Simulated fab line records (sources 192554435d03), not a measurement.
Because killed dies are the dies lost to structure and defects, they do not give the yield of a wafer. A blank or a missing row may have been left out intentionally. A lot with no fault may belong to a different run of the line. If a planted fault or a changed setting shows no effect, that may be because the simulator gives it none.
What tool caused it?    flow n5Finfet    8 lots, 24 wafers sampled, at 8 steps of a route of 1938

## WHAT THE GAUGES READ, wafer by wafer
N5_FIN_SAQP_INSPECT_40: inspects for defects (brightfield). Usual: rawDefectCount reads 234 (standard deviation 64).
lot   measured     on                rawDefectCount  flag
L316  day 2 08:27  defectInspect-02  275 182 192     
L320  day 3 08:38  defectInspect-02  238 353 250     
L323  day 4 07:01  defectInspect-01  190 172 141     
L327  day 5 03:16  defectInspect-02  192 192 126     
L330  day 5 19:49  defectInspect-01  654 174 276     
L333  day 6 14:28  defectInspect-01  147 227 158     
L337  day 7 15:34  defectInspect-01  202 295 260     
L338  day 7 21:17  defectInspect-01  201 193 180     

N5_FIN_CUT_INSPECT_10: inspects for defects (brightfield). Usual: rawDefectCount reads 43 (standard deviation 12).
lot   measured     on                rawDefectCount  flag
L316  day 2 08:51  defectInspect-02  54 37 36        
L320  day 3 10:33  defectInspect-02  39 63 53        
L323  day 4 07:32  defectInspect-02  53 35 55        
L327  day 5 03:39  defectInspect-02  51 38 19        
L330  day 5 20:20  defectInspect-02  389 33 46       OFF
L333  day 6 14:59  defectInspect-02  19 43 30        
L337  day 7 16:04  defectInspect-02  40 48 44        
L338  day 7 21:48  defectInspect-02  38 35 44        

N5_FIN_CUT_INSPECT_17: inspects for defects (brightfield). Usual: rawDefectCount reads 235 (standard deviation 62).
lot   measured     on                rawDefectCount  flag
L316  day 2 09:49  defectInspect-02  280 188 208     
L320  day 3 11:31  defectInspect-01  222 333 237     
L323  day 4 08:35  defectInspect-02  210 208 167     
L327  day 5 04:36  defectInspect-02  208 202 132     
L330  day 5 21:17  defectInspect-01  664 182 291     
L333  day 6 15:56  defectInspect-01  137 257 153     
L337  day 7 17:01  defectInspect-01  185 285 270     
L338  day 7 22:45  defectInspect-01  214 196 180     

N5_BEOL_M4_RC_MEAS_101. Usual: DIBL_N 37.1 mV/V, standard deviation 2.6; DIBL_P 38 mV/V, standard deviation 3; IOFF_N 0.18 nA/um, standard deviation 0.052; IOFF_P 0.25 nA/um, standard deviation 0.06; ION_N 678 uA/um, standard deviation 15; ION_P 467 uA/um, standard deviation 8.6; SS_N 71.7 mV/dec, standard deviation 0.73; SS_P 73.7 mV/dec, standard deviation 0.89; VT_N 249 mV, standard deviation 4.3; VT_P -248 mV, standard deviation 3.8.
lot   measured      on         DIBL_N (mV/V)   DIBL_P (mV/V)  IOFF_N (nA/um)  IOFF_P (nA/um)  ION_N (uA/um)  ION_P (uA/um)  SS_N (mV/dec)   SS_P (mV/dec)   VT_N (mV)    VT_P (mV)       flag
L316  day 10 12:04  prober-02  34.6 40.1 36.5  36 42 38       0.13 0.26 0.17  0.18 0.29 0.22  657 688 667    448 468 459    70.1 72.2 72.0  72.9 74.8 72.7  253 242 249  -255 -245 -251  
L320  day 12 09:07  prober-02  34.7 33.9 34.8  34 33 35       0.13 0.12 0.13  0.22 0.19 0.23  659 661 674    464 461 475    71.6 71.3 71.1  73.4 72.3 72.6  251 253 255  -247 -251 -246  
L323  day 12 21:09  prober-02  40.1 41.5 40.5  41 40 39       0.23 0.26 0.26  0.33 0.32 0.30  688 700 686    477 475 470    71.7 73.2 71.8  74.0 74.5 74.3  246 243 242  -242 -243 -246  
L327  day 13 12:31  prober-02  36.7 35.2 37.4  38 37 39       0.18 0.16 0.19  0.25 0.24 0.26  675 693 671    469 476 461    71.2 70.9 71.9  73.2 74.2 74.3  246 249 248  -249 -247 -249  
L330  day 14 05:19  prober-01  34.6 38.4 40.5  36 38 41       0.12 0.18 0.23  0.22 0.24 0.32  669 671 693    471 469 476    71.3 71.9 72.6  73.4 73.8 74.8  256 250 246  -249 -248 -243  
L333  day 15 15:47  prober-01  32.3 36.0 32.8  34 38 34       0.11 0.17 0.12  0.17 0.25 0.18  661 662 671    452 461 469    70.5 72.2 70.6  71.0 74.0 71.9  253 247 254  -252 -248 -252  
L337  day 16 07:49  prober-02  36.5 37.0 38.3  39 39 41       0.19 0.19 0.23  0.26 0.26 0.30  704 674 700    484 462 477    71.2 72.0 71.3  74.6 73.8 74.7  244 248 245  -243 -248 -248  
L338  day 16 15:21  prober-02  39.7 40.2 38.0  42 42 39       0.26 0.25 0.22  0.32 0.33 0.26  694 682 681    474 475 466    72.8 72.6 72.4  75.2 74.5 74.2  241 246 245  -245 -245 -246  

## EACH LOT AND THE TOOL THAT RAN IT (in order: tool; ch and the chambers of the sampled wafers; start)
lot   N5_FIN_SAQP_PRECLEAN_42            N5_FIN_SAQP_ETCH_69               N5_FIN_SAQP_STRIP_77              N5_FIN_SAQP_ETCH_64
L316  wetBench-05 ch 3,5,6, day 2 02:15  rieDiel-01 ch 0,1,3, day 2 06:59  rieDiel-04 ch 2,3, day 2 07:59    rieSi-02 ch 0,1,3, day 2 08:10
L320  wetBench-06 ch 2,3,4, day 3 01:59  rieDiel-04 ch 0,2,3, day 3 07:09  rieDiel-01 ch 0,1,2, day 3 08:12  rieSi-02 ch 1,2,3, day 3 08:22
L323  wetBench-05 ch 0,6,7, day 3 20:56  rieDiel-01 ch 0,1,2, day 4 05:22  rieDiel-05 ch 0,1, day 4 06:34    rieSi-01 ch 0,3, day 4 06:45
L327  wetBench-06 ch 2,3,4, day 4 20:14  rieDiel-01 ch 0,1,3, day 5 00:52  rieDiel-04 ch 0,2, day 5 02:49    rieSi-01 ch 0,1, day 5 02:59
L330  wetBench-06 ch 1,3,7, day 5 14:24  rieDiel-01 ch 0,1,2, day 5 18:25  rieDiel-04 ch 0,1, day 5 19:23    rieSi-04 ch 0,1,2, day 5 19:33
L333  wetBench-05 ch 1,3,5, day 6 08:50  rieDiel-04 ch 2,3, day 6 13:03    rieDiel-04 ch 1,2,3, day 6 14:01  rieSi-01 ch 1,2,3, day 6 14:11
L337  wetBench-02 ch 0,4,5, day 7 08:54  rieDiel-01 ch 0,2,3, day 7 14:02  rieDiel-04 ch 0,1,3, day 7 15:07  rieSi-02 ch 1,2,3, day 7 15:17
L338  wetBench-02 ch 2,3,7, day 7 15:09  rieDiel-04 ch 0,2,3, day 7 19:43  rieDiel-05 ch 0,1,2, day 7 20:51  rieSi-01 ch 0,1,3, day 7 21:01
- N5_FIN_SAQP_PRECLEAN_42: cleans in O3/DIW, time 60 s.
- N5_FIN_SAQP_ETCH_69: etches SOC in N2/H2, stops on SiNx, target depth 150 nm.
- N5_FIN_SAQP_STRIP_77: strips in N2/H2, time 90 s.
- N5_FIN_SAQP_ETCH_64: etches SiO2 in CF4, target depth 1.5 nm.

## WHAT THE TOOLS THEMSELVES READ (means of the sampled wafers that have a number; where no wafer has one, the mark that the record gives instead)
N5_FIN_SAQP_PRECLEAN_42. Usual: o3Ppm reads 10.00 (standard deviation 0.1).
lot   tool         o3Ppm  flag
L316  wetBench-05  9.95   
L320  wetBench-06  9.97   
L323  wetBench-05  10.06  
L327  wetBench-06  10.03  
L330  wetBench-06  10.04  
L333  wetBench-05  9.99   
L337  wetBench-02  10.12  
L338  wetBench-02  9.99   

N5_FIN_SAQP_ETCH_69. Usual: chamberPressureMTorr 29.998 mTorr (standard deviation 0.026); drypumpMotorCurrentA 5.6 A (standard deviation 0.55); n2FlowSccm 200.0 sccm (standard deviation 0.66); oesProductAu 0.77 a.u. (standard deviation 0.081); rfVppV 240.8 V (standard deviation 1.2); showerheadPlenumPTorr 2.55 Torr (standard deviation 0.076); throttleValvePct 17.61 % (standard deviation 0.23).
lot   tool        chamberPressureMTorr (mTorr)  drypumpMotorCurrentA (A)  n2FlowSccm (sccm)  oesProductAu (a.u.)  rfVppV (V)  showerheadPlenumPTorr (Torr)  throttleValvePct (%)  flag
L316  rieDiel-01  29.983                        5.4                       199.7              0.81                 240.8       2.59                          17.71                 
L320  rieDiel-04  30.000                        5.7                       200.0              0.74                 241.5       2.57                          17.46                 
L323  rieDiel-01  29.971                        5.2                       200.0              0.73                 240.5       2.55                          17.76                 
L327  rieDiel-01  29.993                        5.4                       199.8              0.78                 241.1       2.58                          17.75                 
L330  rieDiel-01  30.027                        5.3                       199.6              0.72                 241.6       2.55                          17.79                 
L333  rieDiel-04  30.020                        5.4                       200.3              0.72                 241.8       2.58                          17.47                 
L337  rieDiel-01  30.012                        5.4                       200.0              0.76                 240.1       2.48                          17.59                 
L338  rieDiel-04  29.973                        5.7                       200.1              0.70                 240.8       2.55                          17.50                 

N5_FIN_SAQP_STRIP_77. Usual: chamberPressureMTorr 99.99 mTorr (standard deviation 0.1); drypumpMotorCurrentA 5.8 A (standard deviation 0.61); n2FlowSccm 299.9 sccm (standard deviation 0.91); oesProductAu 0.79 a.u. (standard deviation 0.088); rfVppV 45.4 V (standard deviation 0.88); showerheadPlenumPTorr 3.40 Torr (standard deviation 0.084); throttleValvePct 12.02 % (standard deviation 0.22).
lot   tool        chamberPressureMTorr (mTorr)  drypumpMotorCurrentA (A)  n2FlowSccm (sccm)  oesProductAu (a.u.)  rfVppV (V)  showerheadPlenumPTorr (Torr)  throttleValvePct (%)  flag
L316  rieDiel-04  99.97                         5.5                       300.7              0.78                 45.5        3.44                          11.86                 
L320  rieDiel-01  99.88                         5.3                       299.4              0.74                 46.1        3.39                          12.19                 
L323  rieDiel-05  100.03                        6.1                       299.1              0.90                 45.2        3.35                          11.77                 
L327  rieDiel-04  100.00                        5.2                       298.9              0.75                 44.9        3.37                          11.93                 
L330  rieDiel-04  99.98                         6.0                       299.8              0.77                 45.6        3.36                          12.12                 
L333  rieDiel-04  100.04                        5.9                       299.9              0.79                 46.1        3.45                          12.03                 
L337  rieDiel-04  100.03                        6.2                       299.9              0.77                 44.9        3.41                          12.14                 
L338  rieDiel-05  100.05                        5.7                       299.9              0.82                 45.4        3.36                          11.86                 

N5_FIN_SAQP_ETCH_64. Usual: chamberPressureMTorr 9.999 mTorr, standard deviation 0.0093; drypumpMotorCurrentA 5.7 A, standard deviation 0.42; oesProductAu 1.000 a.u., standard deviation 0.024; throttleValvePct 21.78 %, standard deviation 0.25.
lot   tool      chamberPressureMTorr (mTorr)  drypumpMotorCurrentA (A)  oesProductAu (a.u.)  throttleValvePct (%)  flag
L316  rieSi-02  9.995                         5.6                       0.980                21.68                 
L320  rieSi-02  10.002                        5.3                       0.977                21.64                 
L323  rieSi-01  9.996                         5.7                       1.038                21.57                 
L327  rieSi-01  9.992                         5.5                       1.000                22.08                 
L330  rieSi-04  9.997                         5.6                       1.009                21.84                 
L333  rieSi-01  10.007                        5.9                       1.018                21.74                 
L337  rieSi-02  10.003                        5.3                       0.981                21.63                 
L338  rieSi-01  9.992                         5.7                       1.013                21.88                 

## THE ANSWER, worked out from the rows above alone
Rule: take the mean of a lot's wafers that have a number; if it is more than 3 standard deviations from the usual mean, the lot is off. Also off: a lot with no number at a reading for which 4 or more lots have one. Where the step has rows for the other lots, those lots are counted as sound. After the gauges, taken in route order, come the tools' own readings; for these a lot's mean is taken, as printed above. The first step at which some lot is off is used, and at that step the reading that is off furthest; a lot without a number counts as furthest.
Off, at N5_FIN_CUT_INSPECT_10 on rawDefectCount: L330.
If a tool, at a process step before that reading, ran all the lots that are off and no sound lot after the first of them, it fits. The gauges at N5_FIN_CUT_INSPECT_10 are tried like those tools. Undecided on this evidence; 2 tools fit (wetBench-06 at N5_FIN_SAQP_PRECLEAN_42, rieSi-04 at N5_FIN_SAQP_ETCH_64).

## WHAT WAS PUT IN BY THE SIMULATOR
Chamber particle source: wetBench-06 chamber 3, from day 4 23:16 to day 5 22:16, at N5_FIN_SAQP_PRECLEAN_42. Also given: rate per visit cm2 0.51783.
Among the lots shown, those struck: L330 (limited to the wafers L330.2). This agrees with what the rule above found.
